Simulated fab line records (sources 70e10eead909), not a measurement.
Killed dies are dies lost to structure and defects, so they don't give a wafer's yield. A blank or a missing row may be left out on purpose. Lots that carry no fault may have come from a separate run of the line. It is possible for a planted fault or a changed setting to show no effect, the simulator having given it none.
Which tool was responsible? + flow nand-harc + 72 wafers from 24 lots sampled at 5 of the route's 1302 steps

## WHAT THE GAUGES READ, wafer by wafer
NHARC_P_STI_OVL_MEAS_10. Usual: overlay-x-nm -1 nm, standard deviation 6.1; overlay-y-nm 0 nm, standard deviation 6.7.
| lot  | measured     | on         | overlay-x-nm (nm) | overlay-y-nm (nm) | flag |
|------|--------------|------------|-------------------|-------------------|------|
| L074 | day 2 22:44  | overlay-02 | 6 6 6             | 10 11 10          |      |
| L075 | day 3 08:39  | overlay-02 | -4 -5 -5          | 6 6 6             |      |
| L076 | day 3 16:14  | overlay-01 | 3 3 3             | -8 -8 -7          |      |
| L077 | day 4 11:30  | overlay-01 | -4 -4 -3          | 7 7 7             |      |
| L078 | day 4 11:40  | overlay-02 | 4 5 5             | 4 4 4             |      |
| L079 | day 4 23:44  | overlay-01 | -3 -3 -3          | 6 7 7             |      |
| L080 | day 5 07:42  | overlay-02 | -8 -8 -8          | 7 7 8             |      |
| L081 | day 5 16:25  | overlay-01 | -16 -16 -16       | 1 2 0             |      |
| L082 | day 6 05:13  | overlay-02 | 8 8 8             | -2 -2 -2          |      |
| L083 | day 6 17:01  | overlay-02 | 3 3 3             | 1 1 0             |      |
| L084 | day 7 03:31  | overlay-01 | -8 -8 -8          | -11 -11 -11       |      |
| L085 | day 7 10:55  | overlay-01 | 1 1 1             | 2 2 2             |      |
| L086 | day 7 18:38  | overlay-02 | -2 -2 -2          | 6 7 7             |      |
| L087 | day 8 04:38  | overlay-02 | 9 9 9             | -5 -5 -5          |      |
| L088 | day 8 17:35  | overlay-02 | 5 5 5             | 7 7 7             |      |
| L089 | day 9 01:54  | overlay-02 | -3 -3 -3          | -5 -6 -6          |      |
| L090 | day 9 10:19  | overlay-02 | -7 -7 -7          | -12 -11 -12       |      |
| L091 | day 9 20:38  | overlay-01 | 5 4 4             | -8 -9 -9          |      |
| L092 | day 10 08:54 | overlay-02 | 4 3 3             | 0 -1 0            |      |
| L093 | day 10 17:10 | overlay-01 | -5 -5 -6          | -14 -13 -14       |      |
| L094 | day 11 04:22 | overlay-01 | -10 -11 -10       | -3 -3 -3          |      |
| L095 | day 11 13:28 | overlay-01 | 0 0 -1            | 3 3 3             |      |
| L096 | day 12 02:08 | overlay-02 | -1 -1 -2          | -6 -6 -6          |      |
| L097 | day 12 12:30 | overlay-02 | -2 -2 -2          | 2 2 2             |      |

NHARC_P_STI_INSPECT_25. Usual: raw-defect-count at 219, with a standard deviation of 85.
| lot  | measured     | on                | raw-defect-count | flag |
|------|--------------|-------------------|------------------|------|
| L074 | day 4 07:11  | defect-inspect-01 | 206 157 130      |      |
| L075 | day 4 12:49  | defect-inspect-02 | 212 178 168      |      |
| L076 | day 4 20:10  | defect-inspect-02 | 184 369 224      |      |
| L077 | day 5 12:50  | defect-inspect-01 | 229 136 133      |      |
| L078 | day 5 12:50  | defect-inspect-02 | 232 255 331      |      |
| L079 | day 6 06:08  | defect-inspect-01 | 98 160 134       |      |
| L080 | day 6 10:55  | defect-inspect-01 | 376 182 240      |      |
| L081 | day 7 01:05  | defect-inspect-01 | 122 160 99       |      |
| L082 | day 7 10:44  | defect-inspect-02 | 125 108 100      |      |
| L083 | day 8 01:04  | defect-inspect-01 | 274 126 338      |      |
| L084 | day 8 08:48  | defect-inspect-02 | 175 415 255      |      |
| L085 | day 8 18:05  | defect-inspect-02 | 266 149 200      |      |
| L086 | day 8 23:13  | defect-inspect-01 | 180 378 192      |      |
| L087 | day 9 08:36  | defect-inspect-01 | 288 401 386      |      |
| L088 | day 10 02:50 | defect-inspect-01 | 233 126 299      |      |
| L089 | day 10 02:50 | defect-inspect-02 | 270 313 266      |      |
| L090 | day 10 14:07 | defect-inspect-02 | 131 162 198      |      |
| L091 | day 11 02:54 | defect-inspect-01 | 242 176 189      |      |
| L092 | day 11 11:05 | defect-inspect-02 | 327 346 212      |      |
| L093 | day 12 00:19 | defect-inspect-01 | 166 140 162      |      |
| L094 | day 12 14:55 | defect-inspect-02 | 194 143 158      |      |
| L095 | day 12 18:47 | defect-inspect-01 | 327 479 389      |      |
| L096 | day 13 04:54 | defect-inspect-01 | 262 230 264      |      |
| L097 | day 13 21:28 | defect-inspect-02 | 242 410 115      |      |

NHARC_P_CONTACT_CD_MEAS_12: the cd target is 90 nm. Usual: cd-nm at 89.5 nm, with a standard deviation of 0.77.
| lot  | measured     | on        | cd-nm (nm)     | flag |
|------|--------------|-----------|----------------|------|
| L074 | day 6 05:20  | cd-sem-01 | 89.7 89.5 89.0 |      |
| L075 | day 6 07:51  | cd-sem-02 | 89.2 89.5 89.5 |      |
| L076 | day 6 17:24  | cd-sem-03 | 88.4 89.3 89.5 |      |
| L077 | day 7 10:08  | cd-sem-01 | 89.5 89.9 90.0 |      |
| L078 | day 7 09:44  | cd-sem-03 | 89.5 88.9 89.0 |      |
| L079 | day 8 01:12  | cd-sem-01 | 88.6 89.7 89.6 |      |
| L080 | day 8 12:35  | cd-sem-02 | 89.3 89.0 87.9 |      |
| L081 | day 8 21:03  | cd-sem-01 | 88.8 90.0 89.3 |      |
| L082 | day 9 07:44  | cd-sem-01 | 89.6 91.0 90.2 |      |
| L083 | day 10 01:43 | cd-sem-03 | 88.9 90.5 89.9 |      |
| L084 | day 10 08:08 | cd-sem-02 | 88.5 89.1 88.5 |      |
| L085 | day 10 12:55 | cd-sem-03 | 89.6 89.7 88.5 |      |
| L086 | day 10 17:54 | cd-sem-03 | 88.4 89.5 89.4 |      |
| L087 | day 11 03:35 | cd-sem-01 | 90.0 89.5 90.0 |      |
| L088 | day 11 21:58 | cd-sem-03 | 89.0 89.5 90.1 |      |
| L089 | day 11 21:35 | cd-sem-03 | 89.3 89.3 88.3 |      |
| L090 | day 12 17:49 | cd-sem-01 | 88.9 89.5 89.2 |      |
| L091 | day 13 00:53 | cd-sem-03 | 90.0 90.8 90.4 |      |
| L092 | day 13 07:41 | cd-sem-03 | 89.3 91.7 89.2 |      |
| L093 | day 13 18:35 | cd-sem-02 | 88.0 88.4 88.9 |      |
| L094 | day 14 12:27 | cd-sem-03 | 89.2 90.0 91.4 |      |
| L095 | day 14 13:34 | cd-sem-02 | 89.5 89.2 90.8 |      |
| L096 | day 15 00:02 | cd-sem-02 | 88.4 88.3 89.9 |      |
| L097 | day 15 18:42 | cd-sem-03 | 90.3 89.3 89.9 |      |

## WHAT TOOL EACH LOT RAN ON (gives the tool, then ch and the chambers of the sampled wafers, and finally the start)
| lot  | NHARC_P_STI_DESCUM_14              | NHARC_P_GATE_STRIP_113               |
|------|------------------------------------|--------------------------------------|
| L074 | rie-diel-12 ch 0,3, day 2 22:56    | plasma-asher-02 ch 0,1, day 6 01:12  |
| L075 | rie-diel-02 ch 0,1,2, day 3 08:50  | plasma-asher-01 ch 0,1, day 6 03:56  |
| L076 | rie-diel-13 ch 0,1,3, day 3 16:25  | plasma-asher-02 ch 0,1, day 6 13:35  |
| L077 | rie-diel-12 ch 0,1,3, day 4 11:40  | plasma-asher-02 ch 0,1, day 7 05:59  |
| L078 | rie-diel-02 ch 0,1,3, day 4 11:52  | plasma-asher-01 ch 0,1, day 7 05:57  |
| L079 | rie-diel-13 ch 1,2,3, day 4 23:54  | plasma-asher-02 ch 0,1, day 7 20:45  |
| L080 | rie-diel-13 ch 0,2,3, day 5 07:53  | plasma-asher-01 ch 0,1, day 8 08:05  |
| L081 | rie-diel-13 ch 0,1,3, day 5 16:36  | plasma-asher-01 ch 0,1, day 8 16:53  |
| L082 | rie-diel-12 ch 0,2,3, day 6 05:24  | plasma-asher-01 ch 1, day 9 03:41    |
| L083 | rie-diel-13 ch 2,3, day 6 17:11    | plasma-asher-02 ch 0,1, day 9 21:41  |
| L084 | rie-diel-12 ch 0,1,2, day 7 03:42  | plasma-asher-01 ch 0,1, day 10 04:14 |
| L085 | rie-diel-02 ch 0,1,2, day 7 11:05  | plasma-asher-01 ch 0,1, day 10 09:07 |
| L086 | rie-diel-02 ch 0,2,3, day 7 18:50  | plasma-asher-01 ch 0,1, day 10 13:44 |
| L087 | rie-diel-12 ch 0,1,2, day 8 04:49  | plasma-asher-02 ch 0,1, day 10 23:25 |
| L088 | rie-diel-13 ch 1,2,3, day 8 17:45  | plasma-asher-01 ch 0,1, day 11 17:53 |
| L089 | rie-diel-12 ch 0,2,3, day 9 02:05  | plasma-asher-02 ch 0,1, day 11 17:28 |
| L090 | rie-diel-02 ch 0,1,2, day 9 10:29  | plasma-asher-01 ch 0,1, day 12 13:40 |
| L091 | rie-diel-13 ch 1,2,3, day 9 20:48  | plasma-asher-02 ch 0,1, day 12 20:44 |
| L092 | rie-diel-12 ch 1,2,3, day 10 09:05 | plasma-asher-01 ch 0,1, day 13 03:39 |
| L093 | rie-diel-13 ch 1,3, day 10 17:20   | plasma-asher-02 ch 0,1, day 13 14:26 |
| L094 | rie-diel-02 ch 2,3, day 11 04:32   | plasma-asher-01 ch 0,1, day 14 08:25 |
| L095 | rie-diel-12 ch 0,2,3, day 11 13:38 | plasma-asher-02 ch 0,1, day 14 09:33 |
| L096 | rie-diel-02 ch 0,1,3, day 12 02:19 | plasma-asher-02 ch 0,1, day 14 19:52 |
| L097 | rie-diel-02 ch 0,2,3, day 12 12:42 | plasma-asher-02 ch 0,1, day 15 14:37 |
- NHARC_P_STI_DESCUM_14: chemistry O2, time 3 s.
- NHARC_P_GATE_STRIP_113: strips in N2/H2, time 740 s.

## WHAT THE TOOLS THEMSELVES READ (means of the sampled wafers that have a number; where no wafer has one, the mark that the record gives instead)
NHARC_P_STI_DESCUM_14. Usual: drypump-motor-current-A 6.0 A, standard deviation 0.44; oes-product-au 0.998 a.u., standard deviation 0.012; rf-vpp-V 57.7 V, standard deviation 0.85; showerhead-plenum-p-Torr 1.90 Torr, standard deviation 0.07; throttle-valve-pct 11.311 %, standard deviation 0.0091.
| lot  | tool        | drypump-motor-current-A (A) | oes-product-au (a.u.) | rf-vpp-V (V) | showerhead-plenum-p-Torr (Torr) | throttle-valve-pct (%) | flag |
|------|-------------|-----------------------------|-----------------------|--------------|---------------------------------|------------------------|------|
| L074 | rie-diel-12 | 6.5                         | 1.002                 | 57.8         | 1.87                            | 11.315                 |      |
| L075 | rie-diel-02 | 6.1                         | 0.996                 | 57.2         | 1.84                            | 11.315                 |      |
| L076 | rie-diel-13 | 5.8                         | 0.991                 | 57.5         | 1.95                            | 11.302                 |      |
| L077 | rie-diel-12 | 6.4                         | 0.997                 | 57.4         | 1.93                            | 11.314                 |      |
| L078 | rie-diel-02 | 5.9                         | 1.000                 | 57.8         | 1.85                            | 11.315                 |      |
| L079 | rie-diel-13 | 5.7                         | 0.986                 | 57.6         | 1.90                            | 11.319                 |      |
| L080 | rie-diel-13 | 5.9                         | 0.991                 | 57.3         | 1.93                            | 11.302                 |      |
| L081 | rie-diel-13 | 5.8                         | 1.002                 | 57.4         | 1.95                            | 11.309                 |      |
| L082 | rie-diel-12 | 6.2                         | 0.994                 | 56.8         | 1.89                            | 11.309                 |      |
| L083 | rie-diel-13 | 5.8                         | 0.990                 | 58.2         | 1.88                            | 11.305                 |      |
| L084 | rie-diel-12 | 6.3                         | 0.993                 | 58.1         | 1.94                            | 11.321                 |      |
| L085 | rie-diel-02 | 6.1                         | 1.001                 | 57.3         | 1.84                            | 11.312                 |      |
| L086 | rie-diel-02 | 5.9                         | 1.002                 | 57.9         | 1.88                            | 11.308                 |      |
| L087 | rie-diel-12 | 6.3                         | 0.987                 | 57.9         | 1.94                            | 11.318                 |      |
| L088 | rie-diel-13 | 5.7                         | 0.999                 | 57.4         | 1.90                            | 11.304                 |      |
| L089 | rie-diel-12 | 6.2                         | 0.993                 | 56.9         | 1.89                            | 11.310                 |      |
| L090 | rie-diel-02 | 6.1                         | 0.997                 | 57.1         | 1.84                            | 11.318                 |      |
| L091 | rie-diel-13 | 5.7                         | 0.989                 | 57.7         | 1.90                            | 11.310                 |      |
| L092 | rie-diel-12 | 6.0                         | 1.005                 | 58.0         | 1.95                            | 11.312                 |      |
| L093 | rie-diel-13 | 5.5                         | 0.985                 | 58.5         | 1.97                            | 11.320                 |      |
| L094 | rie-diel-02 | 5.5                         | 1.008                 | 58.2         | 1.91                            | 11.306                 |      |
| L095 | rie-diel-12 | 6.2                         | 0.997                 | 57.2         | 1.89                            | 11.308                 |      |
| L096 | rie-diel-02 | 6.0                         | 1.003                 | 57.6         | 1.85                            | 11.312                 |      |
| L097 | rie-diel-02 | 5.9                         | 0.998                 | 57.3         | 1.88                            | 11.308                 |      |

NHARC_P_GATE_STRIP_113. Usual: drypump-motor-current-A 6.03 A, standard deviation 0.13; heater-power-w 88 W, standard deviation 8.5.
| lot  | tool            | drypump-motor-current-A (A) | heater-power-w (W) | flag |
|------|-----------------|-----------------------------|--------------------|------|
| L074 | plasma-asher-02 | 5.92                        | 79                 |      |
| L075 | plasma-asher-01 | 6.09                        | 91                 |      |
| L076 | plasma-asher-02 | 5.92                        | 80                 |      |
| L077 | plasma-asher-02 | 5.99                        | 88                 |      |
| L078 | plasma-asher-01 | 6.09                        | 93                 |      |
| L079 | plasma-asher-02 | 5.91                        | 81                 |      |
| L080 | plasma-asher-01 | 6.07                        | 92                 |      |
| L081 | plasma-asher-01 | 6.09                        | 91                 |      |
| L082 | plasma-asher-01 | 6.12                        | 94                 |      |
| L083 | plasma-asher-02 | 5.89                        | 81                 |      |
| L084 | plasma-asher-01 | 6.08                        | 90                 |      |
| L085 | plasma-asher-01 | 6.08                        | 91                 |      |
| L086 | plasma-asher-01 | 6.08                        | 92                 |      |
| L087 | plasma-asher-02 | 5.90                        | 79                 |      |
| L088 | plasma-asher-01 | 6.10                        | 92                 |      |
| L089 | plasma-asher-02 | 5.93                        | 82                 |      |
| L090 | plasma-asher-01 | 6.10                        | 92                 |      |
| L091 | plasma-asher-02 | 6.01                        | 85                 |      |
| L092 | plasma-asher-01 | 6.10                        | 93                 |      |
| L093 | plasma-asher-02 | 5.91                        | 80                 |      |
| L094 | plasma-asher-01 | 6.09                        | 92                 |      |
| L095 | plasma-asher-02 | 5.92                        | 80                 |      |
| L096 | plasma-asher-02 | 5.93                        | 78                 |      |
| L097 | plasma-asher-02 | 6.02                        | 86                 |      |

## THE ANSWER, worked out from the rows above alone
Rule: take the mean of a lot's wafers that have a number; if it is more than 3 standard deviations from the usual mean, the lot is off. A lot without any number at a reading at which 4 lots or more have one is off too. The other lots that the step has rows for count as sound. First the gauges in route order, then the tools' own readings, where a lot's mean is used as printed above. At the first step where some lot is off, the reading lying furthest off is the one used; lots without a number count as furthest.
No lot is off on any of the readings shown, so nothing can be concluded from this.

## WHAT HAD BEEN PUT IN BY THE SIMULATOR
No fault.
